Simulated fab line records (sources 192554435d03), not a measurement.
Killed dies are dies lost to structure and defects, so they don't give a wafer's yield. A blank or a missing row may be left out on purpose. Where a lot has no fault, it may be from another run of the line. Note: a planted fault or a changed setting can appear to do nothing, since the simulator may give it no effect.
A single fault, viewed from 3 desks    flow n5 finfet    only its own numbers are on each desk; what lay behind them is given at the end

THE METROLOGY DESK
What the gauges read, lot by lot, whatever tool the lot ran on: means of the sampled wafers that have a number. If a lot's mean is further than 4 standard deviations from the usual mean, the lot is out of limits and carries the mark OUT (the distance appears in the brackets). Readings shown: 7 of its 12, picked as those furthest out on some lot.
Columns: A = cd nm at N5_BEOL_M4_CD_MEAS_11, usual 16.72 nm; B = DIBL_P at N5_BEOL_M4_RC_MEAS_101, usual 36 mV/V; C = IOFF_N at N5_BEOL_M4_RC_MEAS_101, usual 0.16 nA/um; D = IOFF_P at N5_BEOL_M4_RC_MEAS_101, usual 0.21 nA/um; E = ION_N at N5_BEOL_M4_RC_MEAS_101, usual 677 uA/um; F = ION_P at N5_BEOL_M4_RC_MEAS_101, usual 464 uA/um; G = VT_P at N5_BEOL_M4_RC_MEAS_101, usual -251 mV
lot   first seen here  A      B   C     D     E    F    G
L355  day 9 12:13      17.02  37  0.17  0.19  680  464  -252
L360  day 10 10:52     16.68  36  0.16  0.20  684  466  -252
L369  day 12 11:20     16.91  37  0.18  0.23  678  463  -248
L371  day 13 14:40     16.61  40  0.22  0.26  695  471  -247
L372  day 13 14:50     16.67  36  0.16  0.20  683  466  -252
L373  day 13 21:49     16.60  34  0.12  0.13  653  445  -259
This desk's finding: nothing out of limits on any of the 6 lots.

THE DEFECT DESK
What the inspections along the route counted, lot by lot: means of the sampled wafers that have a number. If a lot's mean is further than 4 standard deviations from the usual mean, the lot is out of limits and carries the mark OUT (the distance appears in the brackets).
Columns: A = raw defect count at N5_BEOL_M4_INSPECT_13, usual 425
lot   first seen here  A
L355  day 9 12:18      671
L360  day 10 10:57     422
L369  day 12 11:25     446
L371  day 13 14:46     423
L372  day 13 14:55     411
L373  day 13 21:55     357
This desk's finding: nothing out of limits on any of the 6 lots.

FOR THE TOOL OWNER'S DESK: rie diel-04
The tool's own readings at N5_BEOL_M4_ETCH_64 (etches SOC in N2/H2, target depth 75 nm, overetch 22.5 nm, time 121.9 s): means of the sampled wafers that have a number, for each lot that ran on this tool. If a lot's mean is further than 4 standard deviations from the usual mean, the lot is out of limits and carries the mark OUT (the distance appears in the brackets).
Columns: A = bias w at N5_BEOL_M4_ETCH_64, usual 150.0 W; B = drypump motor current A at N5_BEOL_M4_ETCH_64, usual 5.7 A; C = oes product au at N5_BEOL_M4_ETCH_64, usual 0.61 a.u.; D = rf vpp V at N5_BEOL_M4_ETCH_64, usual 523.8 V; E = showerhead plenum p Torr at N5_BEOL_M4_ETCH_64, usual 2.54 Torr; F = throttle valve pct at N5_BEOL_M4_ETCH_64, usual 17.73 %
lot   first seen here  A                B    C     D                 E     F
L355  day 9 12:31      150.1            5.4  0.62  521.1             2.46  17.75
L360  day 10 11:04     150.2            5.7  0.57  522.1             2.47  17.68
L369  day 12 11:41     158.4 (+17) OUT  5.9  0.59  541.0 (+7.2) OUT  2.52  17.72
L371  day 13 14:52     158.6 (+17) OUT  5.9  0.58  541.9 (+7.5) OUT  2.52  17.73
This desk's verdict: out of limits on L369, L371, starting with L369 at day 12 11:41 (bias w at N5_BEOL_M4_ETCH_64). L355, L360 stayed within limits.

PUT TOGETHER
The tool owner's desk could have raised an alarm at day 12 11:41, on L369, L371.
From the metrology desk's view, nothing was out of limits.
The defect desk saw nothing out of limits.
The metrology desk has L369, L371 on record, within its limits.
The defect desk has L369, L371 on record, within its limits.
N5_BEOL_M4_ETCH_64 was run on rie diel-04 by each of the lots named.

WHAT THE SIMULATOR PUT IN
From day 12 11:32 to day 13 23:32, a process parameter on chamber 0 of rie diel-04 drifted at N5_BEOL_M4_ETCH_64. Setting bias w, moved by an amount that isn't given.
Lots struck among those shown: L369, L371.
How many hours passed from the start of the fault until each desk's first out-of-limits reading: the tool owner's desk, 0.
